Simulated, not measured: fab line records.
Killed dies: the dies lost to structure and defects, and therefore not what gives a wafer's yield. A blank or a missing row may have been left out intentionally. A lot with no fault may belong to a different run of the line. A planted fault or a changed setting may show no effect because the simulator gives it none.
fab line records | flow nandHarc
record: lots: 13 wafers: 39 lastDay: 25
route steps=1159 shown P_START@1 P_ZERO_WELL@14 P_STI@88 END@1159
lots with no fault: from the same line, run without faults
startH: the number of hours between the record's first day and the start of the first shown wafer of the lot | waitH: hours elapsed since this lot's preceding step | " unchanged from the row above | L1.1+2: several wafers, shown together as one row | - no value, or no start given | * or withheld: withheld | < > ~ a bound
route shown NAME@n: names a module that has steps shown in the file, with the first one's number in the route | usual: mean and standard deviation over wafers with no fault | same: alike in all rows | chamber/n: place in a boat | sites: the reading at each site | _std_site: how widely they spread, as a standard deviation | _edge_site: mean of outer sites minus mean of inner sites | radiusMm: for every site, how far away it sits from the centre of the wafer | mask NAME#n: copy n | behind: the last tool/chamber to shape the wafer | hold: why the lot went on hold/how many hours it stayed there/how the hold came to an end | device: names the non-switching transistor (n, p or np) | end of line: at the end of the route, the tests of the same wafers | a step given without rows: its recipe and nothing more | killed: at the first sort, the dies lost to defects and structure; wafer yield is something else | map: the dies of a wafer, with x for killed, . for not killed, _ for no die there
set.NAME: the run value of the setting; set.NAME@STEP: its run value at that earlier step | model.NAME: the simulator's own value behind a step, which no gauge read
the route's steps for a sample of lots (tables are steps, rows are wafers)
services: from which hour (startH, from the record's first day; less than 0 if before it) a tool's chamber was out of use, for how many hours, and why
== steps ==
step: NHARC_P_START_INSPECT_01
usual: rawDefectCount: 3.5/2.1
columns lot.wafer tool chamber startH waitH rawDefectCount
L710.2 defectInspect-01 - 12.05 - 5
L710.3 " - " " 5
L710.4 " - " " 6
L711.2 defectInspect-01 - 18.04 - 4
L711.5 " - " " 4
L711.6 " - " " 4
L712.2 defectInspect-01 - 24.04 - 0
L712.3 " - " " 6
L712.5 " - " " 2
L713.2 defectInspect-01 - 30.04 - 4
L713.4 " - " " 4
L713.6 " - " " 4
L714.2 defectInspect-02 - 36.04 - 3
L714.3 " - " " 2
L714.4 " - " " 0
L718.1 defectInspect-02 - 60.03 - 4
L718.4 " - " " 3
L718.5 " - " " 3
L719.1 defectInspect-01 - 66.04 - 3
L719.5 " - " " 3
L719.6 " - " " 2
L725.1 defectInspect-01 - 102.04 - 6
L725.3 " - " " 3
L725.6 " - " " 2
L729.2 defectInspect-02 - 126.04 - 6
L729.3 " - " " 3
L729.6 " - " " 8
L730.1 defectInspect-02 - 132.04 - 4
L730.2 " - " " 2
L730.3 " - " " 2
L731.2 defectInspect-01 - 138.04 - 4
L731.3 " - " " 4
L731.6 " - " " 0
L732.1 defectInspect-01 - 144.04 - 1
L732.2 " - " " 8
L732.3 " - " " 3
L733.2 defectInspect-01 - 150.04 - 2
L733.3 " - " " 2
L733.6 " - " " 3
step: NHARC_P_ZERO_WELL_CD_MEAS_11
recipe: targetCdNm: 500 landingEnergyEv: 500
usual: cdNm: 500.2/1.4
columns lot.wafer tool chamber startH waitH cdNm
L710.2 cdSem-03 0 13.12 - 500.1
L710.3 " 0 " " 500.2
L710.4 " 0 " " 501.6
L711.2 cdSem-03 0 19.11 - 501.1
L711.5 " 0 " " 499.5
L711.6 " 0 " " 501.2
L712.2 cdSem-01 0 25.24 - 500.6
L712.3 " 0 " " 500.5
L712.5 " 0 " " 500.8
L713.2 cdSem-01 0 31.24 - 500.9
L713.4 " 0 " " 502.2
L713.6 " 0 " " 501.8
L714.2 cdSem-01 0 37.27 - 501.3
L714.3 " 0 " " 502.7
L714.4 " 0 " " 500.4
L718.1 cdSem-03 0 61.30 - 500.3
L718.4 " 0 " " 500.6
L718.5 " 0 " " 499.0
L719.1 cdSem-03 0 67.40 - 500.3
L719.5 " 0 " " 497.9
L719.6 " 0 " " 499.8
L725.1 cdSem-03 0 103.25 - 501.5
L725.3 " 0 " " 501.1
L725.6 " 0 " " 502.1
L729.2 cdSem-02 0 127.24 - 501.1
L729.3 " 0 " " 500.8
L729.6 " 0 " " 502.3
L730.1 cdSem-03 0 133.41 - 496.9
L730.2 " 0 " " 497.0
L730.3 " 0 " " 499.4
L731.2 cdSem-03 0 139.24 - 498.7
L731.3 " 0 " " 498.6
L731.6 " 0 " " 498.4
L732.1 cdSem-02 0 145.24 - 498.2
L732.2 " 0 " " 497.5
L732.3 " 0 " " 497.5
L733.2 cdSem-03 0 151.24 - 498.8
L733.3 " 0 " " 498.8
L733.6 " 0 " " 500.8
step: NHARC_P_ZERO_WELL_INSPECT_43
usual: rawDefectCount: 14/6.4
columns lot.wafer tool chamber startH waitH rawDefectCount
L710.2 defectInspect-02 - 19.87 0.5 15
L710.3 " - " " 10
L710.4 " - " " 17
L711.2 defectInspect-02 - 25.51 0.5 12
L711.5 " - " " 14
L711.6 " - " " 11
L712.2 defectInspect-01 - 31.82 0.5 27
L712.3 " - " " 12
L712.5 " - " " 13
L713.2 defectInspect-01 - 37.58 0.5 18
L713.4 " - " " 16
L713.6 " - " " 9
L714.2 defectInspect-01 - 43.47 0.5 8
L714.3 " - " " 9
L714.4 " - " " 13
L718.1 defectInspect-01 - 67.47 0.6 13
L718.4 " - " " 19
L718.5 " - " " 21
L719.1 defectInspect-02 - 74.15 0.6 14
L719.5 " - " " 4
L719.6 " - " " 6
L725.1 defectInspect-01 - 109.43 0.6 34
L725.3 " - " " 14
L725.6 " - " " 19
L729.2 defectInspect-01 - 133.62 0.5 20
L729.3 " - " " 12
L729.6 " - " " 18
L730.1 defectInspect-02 - 139.73 0.6 11
L730.2 " - " " 23
L730.3 " - " " 12
L731.2 defectInspect-02 - 145.66 0.5 13
L731.3 " - " " 15
L731.6 " - " " 30
L732.1 defectInspect-01 - 151.73 0.6 7
L732.2 " - " " 15
L732.3 " - " " 4
L733.2 defectInspect-02 - 157.80 0.5 23
L733.3 " - " " 19
L733.6 " - " " 19
step: NHARC_P_STI_ETCH_42
recipe: targetDepthA: 800 overetchA: 240 timeS: 61 ionEnergyEv: 200 n2FlowSccm: 150 h2FlowSccm: 150 arFlowSccm: 0 rfW: 400 biasW: 150 chemistry: N2/H2
usual: drypumpMotorCurrentA: 5.7/0.37 oesProductAu: 0.999/0.0085 rfVppV: 430.6/2.7 showerheadPlenumPTorr: 2.04/0.095 throttleValvePct: 14.173/0.0092
columns lot.wafer tool chamber startH waitH drypumpMotorCurrentA oesProductAu rfHoursCounterH rfVppV showerheadPlenumPTorr throttleValvePct
L711.2 rieDiel-11 2 40.18 0.1 5.6 0.993 1.3 431.4 2.06 14.168
L711.6 " 2 " " 5.6 1.002 - 432.1 2.06 14.172
L711.5 " 3 " " 5.9 0.997 - 434.0 2.14 14.182
L710.2 rieDiel-11 0 40.34 0.1 5.8 1.007 2.0 427.5 1.90 14.187
L710.3 " 2 " " 5.6 0.991 1.4 431.5 2.06 14.178
L710.4 " 3 " " 6.0 1.000 1.6 433.8 2.14 14.170
L712.2 rieDiel-03 2 49.48 0.1 5.8 1.014 0.0 433.7 2.14 14.170
L712.3 " 0 " " 5.3 0.999 0.0 431.7 2.09 14.181
L712.5 " 1 " " 6.3 0.997 - 426.3 1.90 14.175
L713.4 rieDiel-11 1 54.94 0.1 5.5 1.011 2.5 431.7 2.07 14.168
L713.2 " 2 " " 5.6 1.008 2.1 430.5 2.06 14.177
L713.6 " 0 " " 5.8 1.012 - 427.4 1.90 14.188
L714.4 rieDiel-11 3 60.84 0.1 6.0 0.997 2.9 433.0 2.14 14.179
L714.3 " 0 " " 5.8 1.004 3.4 425.7 1.90 14.191
L714.2 " 2 " " 5.6 0.990 2.6 432.2 2.06 14.185
L718.1 rieDiel-03 1 79.74 0.1 6.2 0.987 0.6 425.9 1.90 14.176
L718.4 " 3 " " 5.4 1.003 0.6 426.9 1.92 14.167
L718.5 " 1 " " 6.2 0.993 - 426.2 1.90 14.191
L719.1 rieDiel-07 3 94.37 0.1 6.3 1.010 1.1 435.1 2.14 14.183
L719.5 " 3 " " 6.3 0.990 - 431.8 2.14 14.185
L719.6 " 0 " " 6.0 1.002 - 431.6 2.10 14.171
L725.3 rieDiel-07 0 126.69 0.1 6.0 1.008 2.2 432.2 2.10 14.150
L725.1 " 1 " " 4.9 0.999 2.2 428.7 1.95 14.153
L725.6 " 1 " " 4.9 1.002 - 429.2 1.95 14.155
L729.3 rieDiel-07 0 149.35 0.1 6.0 0.866 3.1 433.0 2.10 14.166
L729.2 " 3 " " 6.3 1.002 2.9 433.9 2.14 14.173
L729.6 " 1 " " 4.9 0.998 - 429.0 1.96 14.179
L730.3 rieDiel-11 2 156.63 0.1 5.6 1.005 6.5 430.7 2.05 14.193
L730.1 " 3 " " 6.0 0.998 7.5 432.7 2.14 14.160
L730.2 " 0 " " 5.8 1.007 8.6 425.6 1.90 14.175
L731.2 rieDiel-11 2 163.10 0.1 5.6 0.994 6.6 432.1 2.05 14.159
L731.3 " 0 " " 5.8 0.995 8.7 426.6 1.90 14.169
L731.6 " 1 " " 5.5 0.997 - 430.0 2.07 14.155
L732.2 rieDiel-03 1 167.50 0.1 6.3 0.992 2.6 427.5 1.90 14.182
L732.3 " 2 " " 5.9 1.009 2.7 431.8 2.14 14.165
L732.1 " 0 " " 5.3 0.990 2.5 430.9 2.09 14.171
L733.2 rieDiel-11 2 173.57 0.1 5.6 0.995 7.8 430.6 2.05 14.170
L733.3 " 0 " " 5.8 1.004 10.0 426.5 1.90 14.165
L733.6 " 2 " " 5.6 0.999 - 431.2 2.05 14.172
step: NHARC_END_SORT_01
recipe: tempC: 25
usual: killedAtArray: 28/10 killedAtOther: 0.6/0.85 killedAtPeriphery: 3.3/2.3 killedDies: 32/11 killedOpen: 3.3/1.5 killedShort: 2.1/1.4
same: grossDies: 677
columns lot.wafer tool chamber startH waitH killedAtArray killedAtOther killedAtPeriphery killedDies killedOpen killedShort
L718.1 prober-01 0 483.77 2.5 17 0 6 23 2 2
L718.4 prober-01 0 486.16 3.4 26 0 2 28 2 1
L718.5 prober-01 0 486.95 3.7 22 0 1 23 2 4
L725.1 prober-02 0 536.05 2.5 36 1 4 41 4 0
L725.3 prober-02 0 537.64 3.1 30 0 2 32 2 1
L725.6 prober-02 0 540.02 4.0 28 0 2 30 6 1
L731.2 prober-01 0 546.24 2.8 24 0 4 28 2 1
L731.3 prober-01 0 547.04 3.1 28 2 1 31 4 2
L731.6 prober-01 0 549.43 4.0 22 0 3 25 1 1
killed by level:class
L718.1 A_SLIT:chamberFilmFlake=8 A_CHANNEL_HOLE_D1:chamberFilmFlake=5 A_STAIRCASE:chamberFilmFlake=3 P_GATE:geometricParticle:open=1 P_CONTACT:geometricParticle:short=1 P_M0:geometricParticle:open=1 P_M1:geometricParticle:short=1 P_STI:chamberFilmFlake=1
L718.4 A_SLIT:chamberFilmFlake=12 A_CHANNEL_HOLE_D1:chamberFilmFlake=4 A_STAIRCASE:chamberFilmFlake=4 A_CONTACT:chamberFilmFlake=4 P_CONTACT:geometricParticle:open=1 A_WL_FILL:geometricParticle:short=1 A_M0:geometricParticle:open=1 P_GATE:chamberFilmFlake=1
L718.5 A_CHANNEL_HOLE_D1:chamberFilmFlake=7 A_SLIT:chamberFilmFlake=5 A_CHANNEL_FILL_D1:geometricParticle:short=3 A_STAIRCASE:chamberFilmFlake=2 A_CONTACT:chamberFilmFlake=2 A_WL_FILL:geometricParticle:open=1 A_WL_FILL:geometricParticle:short=1 A_M0:geometricParticle:open=1
L725.1 A_SLIT:chamberFilmFlake=17 A_CHANNEL_HOLE_D1:chamberFilmFlake=6 P_M1:chamberFilmFlake=3 A_BONDPAD:chamberFilmFlake=3 A_ZERO_WELL:chamberFilmFlake=2 A_STAIRCASE:chamberFilmFlake=2 A_CONTACT:chamberFilmFlake=2 A_WL_FILL:geometricParticle:open=1
L725.3 A_SLIT:chamberFilmFlake=12 A_CHANNEL_HOLE_D1:chamberFilmFlake=7 A_BONDPAD:chamberFilmFlake=5 A_CONTACT:chamberFilmFlake=2 P_GATE:geometricParticle:short=1 A_SOURCE_PLATE:geometricParticle:open=1 A_CONTACT:geometricParticle:open=1 P_M1:chamberFilmFlake=1
L725.6 A_SLIT:chamberFilmFlake=6 A_CHANNEL_HOLE_D1:chamberFilmFlake=5 A_BONDPAD:chamberFilmFlake=5 A_CONTACT:geometricParticle:open=3 A_CONTACT:chamberFilmFlake=3 A_CHANNEL_FILL_D1:geometricParticle:short=1 A_SGD_CUT:geometricParticle:open=1 A_WL_FILL:geometricParticle:open=1
L731.2 A_CHANNEL_HOLE_D1:chamberFilmFlake=19 P_ZERO_WELL:chamberFilmFlake=2 A_CONTACT:chamberFilmFlake=2 P_M0:geometricParticle:short=1 A_CHANNEL_HOLE_D1:geometricParticle:open=1 A_CONTACT:geometricParticle:open=1 P_BONDPAD:chamberFilmFlake=1 A_ZERO_WELL:chamberFilmFlake=1
L731.3 A_CHANNEL_HOLE_D1:chamberFilmFlake=22 A_CHANNEL_HOLE_D1:geometricParticle:open=1 A_SGD_CUT:geometricParticle:open=1 A_BLC:geometricParticle:open=1 A_M0:geometricParticle:open=1 A_M0:geometricParticle:short=1 P_ZERO_WELL:chamberFilmFlake=1 STARTING-WAFER:geometricParticle:short=1
L731.6 A_CHANNEL_HOLE_D1:chamberFilmFlake=17 A_CONTACT:chamberFilmFlake=3 P_ZERO_WELL:chamberFilmFlake=2 P_CONTACT:geometricParticle:open=1 A_M1:geometricParticle:short=1 A_STAIRCASE:chamberFilmFlake=1
== services ==
columns tool chamber startH hours kind
rieDiel-11 - 17.45 0.9 repair
rieDiel-11 0 21.50 - clean
rieDiel-11 1 21.50 - clean
rieDiel-11 2 21.50 - clean
rieDiel-11 3 21.50 - clean
rieDiel-03 - 38.30 9.0 pm
rieDiel-11 0 46.32 - clean
rieDiel-11 1 46.32 - clean
rieDiel-11 2 46.32 - clean
rieDiel-11 3 46.32 - clean
rieDiel-07 - 51.20 9.0 pm
rieDiel-07 2 69.14 5.6 repair
rieDiel-11 0 70.82 - clean
rieDiel-11 1 70.82 - clean
rieDiel-11 2 70.82 - clean
rieDiel-11 3 70.82 - clean
rieDiel-11 0 95.32 - clean
rieDiel-11 1 95.32 - clean
rieDiel-11 2 95.32 - clean
rieDiel-11 3 95.32 - clean
rieDiel-03 2 97.76 1.9 repair
rieDiel-11 0 119.82 - clean
rieDiel-11 1 119.82 - clean
rieDiel-07 2 123.84 3.5 repair
== key ==
firstSign: step: NHARC_P_STI_ETCH_42 reading: oesProductAu direction: down sigmas: 16 usual: 0.999 struck: 0.866
effect none on later readings
metAt NHARC_P_STI_ETCH_42
struckLots L729
struckWafers L729.3
testerLeftOut L729
notActingAt NHARC_P_START_INSPECT_01,NHARC_P_ZERO_WELL_CD_MEAS_11,NHARC_P_ZERO_WELL_INSPECT_43
onsetBetween 126.69 149.35
fault: kind: processParameterDrift tool: rieDiel-07 chamber: 0 onsetH: 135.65 steps: NHARC_P_STI_ETCH_42 channel: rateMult offset: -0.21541 shape: step endH: 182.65
testerLeftOut: of these lots the tester's yield and bins aren't shown, on N5 and GAA mostly nor the transistor test; their killed dies are dies lost to structure and defects alone, not to doping, threshold or leakage, so they don't give the yield
